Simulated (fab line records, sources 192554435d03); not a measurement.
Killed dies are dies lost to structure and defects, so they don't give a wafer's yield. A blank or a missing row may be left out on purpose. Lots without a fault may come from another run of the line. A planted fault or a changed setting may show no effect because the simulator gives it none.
Chamber matching | flow n5_finfet | N5_MOL_CONTACT_COAG_ALD_133 on ald_sin-03: 4 sister chambers
The step deposits SiO2, target thk 5 nm, pulse time 1 s, co reactant pulse time 1 s. 8 wafers are shown with their chamber, then 9 later ones without.

WAFERS WITH THEIR CHAMBER
wafer  | chamber | heater_power_w (W) | precursor_pulse_height_rel
L084.5 | 2       | 68                 | 0.978
L084.6 | 3       | 80                 | 1.031
L088.2 | 1       | 69                 | 1.013
L088.3 | 0       | 80                 | 0.988
L088.6 | 1       | 71                 | 0.970
L093.1 | 0       | 79                 | 1.060
L093.4 | 3       | 79                 | 0.998
L093.6 | 2       | 69                 | 1.007

WAFERS WITHOUT THEIR CHAMBER
wafer  | heater_power_w (W) | precursor_pulse_height_rel
L094.1 | 78                 | 0.970
L094.5 | 80                 | 0.995
L094.6 | 81                 | 0.978
L095.1 | 71                 | 1.015
L095.2 | 80                 | 0.981
L095.3 | 70                 | 1.010
L095.4 | 81                 | 0.968
L095.5 | 72                 | 0.959
L095.6 | 82                 | 1.006

WHICH CHAMBER EACH WENT THROUGH
wafer  | from the rows above     | in truth
L094.1 | can't be placed: 3 or 0 | 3
L094.5 | can't be placed: 3 or 0 | 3
L094.6 | can't be placed: 3 or 0 | 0
L095.1 | can't be placed: 1 or 2 | 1
L095.2 | can't be placed: 3 or 0 | 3
L095.3 | can't be placed: 1 or 2 | 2
L095.4 | can't be placed: 3 or 0 | 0
L095.5 | can't be placed: 1 or 2 | 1
L095.6 | can't be placed: 3 or 0 | 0
Placed correctly: 0 of 9. Can't be placed from these rows: 9 (the true chamber is among the candidates in 9). Placed wrongly: 0.
How it was worked out, from the rows above alone: a wafer's distance from a chamber is the root of the sum, over the readings, of the square of ((its reading less the chamber's mean) divided by the reading's scatter). The wafer belongs to the nearest chamber; if the next one is less than 2 further off, it can't be placed. A chamber's mean is the mean of its shown wafers. The scatter: the root of (the sum of the squares of (reading less its chamber's mean) over the shown wafers, divided by (wafers less chambers)).
